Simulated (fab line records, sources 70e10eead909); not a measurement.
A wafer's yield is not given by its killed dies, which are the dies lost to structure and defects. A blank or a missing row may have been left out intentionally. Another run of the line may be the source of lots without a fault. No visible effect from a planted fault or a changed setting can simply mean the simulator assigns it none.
Comparing a struck lot with a sound one :: flow nand_harc :: 14 out of 1302 route steps
Sound: wafers L263.1, L263.4, L263.6. The struck wafers were L267.1, L267.4, L267.5. The cause is given at the end.
Order at every step that has rows: each side's tool, ch and its chambers, its first start. Under that, the readings that differ: sound wafers :: struck wafers :: difference of the means :: sigmas: that difference in standard deviations of wafers without a fault.
alike: readings whose means differ by less than 2 such deviations, and words and numbers that are the same on both sides. not compared: withheld readings, readings that some wafer has no value for, bounds like >300 that may hide the same value, and numbers for which the record gives no deviation and whose values overlap.
Wherever a step has rows on one side only, a row that says differs or no value, or a row with sigmas, the two part there. Numbers that have no deviation but don't overlap get no sigmas and don't part them. Lack of a reading on every wafer of one side parts them only where that side has two or more wafers.

first, 4 steps without rows for these wafers: NHARC_A_WL_FILL_STRIP_28 (strips in post etch residue remover, time 1200 s); NHARC_A_WL_FILL_PRECLEAN_06 (cleans in DIW, time 300 s); NHARC_A_WL_FILL_SRD_07; NHARC_A_WL_FILL_ANNEAL_08 (time 1800 s).
NHARC_A_WL_FILL_ALD_10: deposits SiO2, target thk 50 nm, pulse time 10 s, ald cycles 500.
  sound on ald_hk-02 ch 1,2,3, day 25 10:20; struck on ald_hk-01 ch 2,3, day 27 04:52
  alike: heater_power_w, precursor_pulse_height_rel
NHARC_A_WL_FILL_ETCHBACK_16: etches the open film in C4F8/O2/Ar, target depth 120 nm, time 24 s.
  sound: rie_diel-08 ch 1,2,3; struck: rie_diel-11 ch 0,3
  alike: oes_product_au, rf_vpp_V
  not compared: rf_hours_counter_h
NHARC_A_WL_FILL_STRIP_29: strips in O2, time 20 s.
  sound on rie_diel-08 ch 1,3, day 25 14:31; struck on rie_diel-11 ch 1,2,3, day 27 09:05
  alike: drypump_motor_current_A, oes_product_au, rf_vpp_V, showerhead_plenum_p_Torr, throttle_valve_pct
  not compared: rf_hours_counter_h
NHARC_A_WL_FILL_ETCHBACK_17: etches the open film in Cl2/BCl3, target depth 4 nm, time 26.7 s.
  sound on rie_metal-03 ch 1, day 25 14:37; struck on rie_metal-03 ch 0,1, day 27 09:10
  alike: drypump_motor_current_A, oes_product_au
  not compared: rf_hours_counter_h
then, 3 steps without rows for these wafers: NHARC_A_WL_FILL_PRECLEAN_18 (cleans in dHF, time 30 s); NHARC_A_WL_FILL_SRD_21; NHARC_A_WL_FILL_CVD_23 (deposits poly-Si, target thk 40 nm, time 800 s).
NHARC_A_WL_FILL_ETCHBACK_26: etches the open film in HBr, target depth 52 nm, time 13.3 s.
  sound on rie_si-04 ch 0,2, day 25 20:02; struck on rie_si-04 ch 1,2,3, day 27 15:15
reading: oes_product_au (a.u.)
sound: 1.013 0.983 0.986
struck: 0.812 0.829 0.818
difference: -0.174
sigmas: -17
  alike: drypump_motor_current_A, throttle_valve_pct
  not compared: rf_hours_counter_h
then, 1 step without rows for these wafers: NHARC_A_WL_FILL_PRECLEAN_30 (cleans in dHF, time 10 s).
NHARC_END_SORT_01:
  the record has rows for the sound wafers here (prober-02 ch 0, day 29 03:16) and none for the struck ones

WHERE THEY PART
Last at NHARC_END_SORT_01 as far as this record goes, first at NHARC_A_WL_FILL_ETCHBACK_26.

WHY: what the simulator had put in
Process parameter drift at NHARC_A_WL_FILL_ETCHBACK_26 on rie_si-04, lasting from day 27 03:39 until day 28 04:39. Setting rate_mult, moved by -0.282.
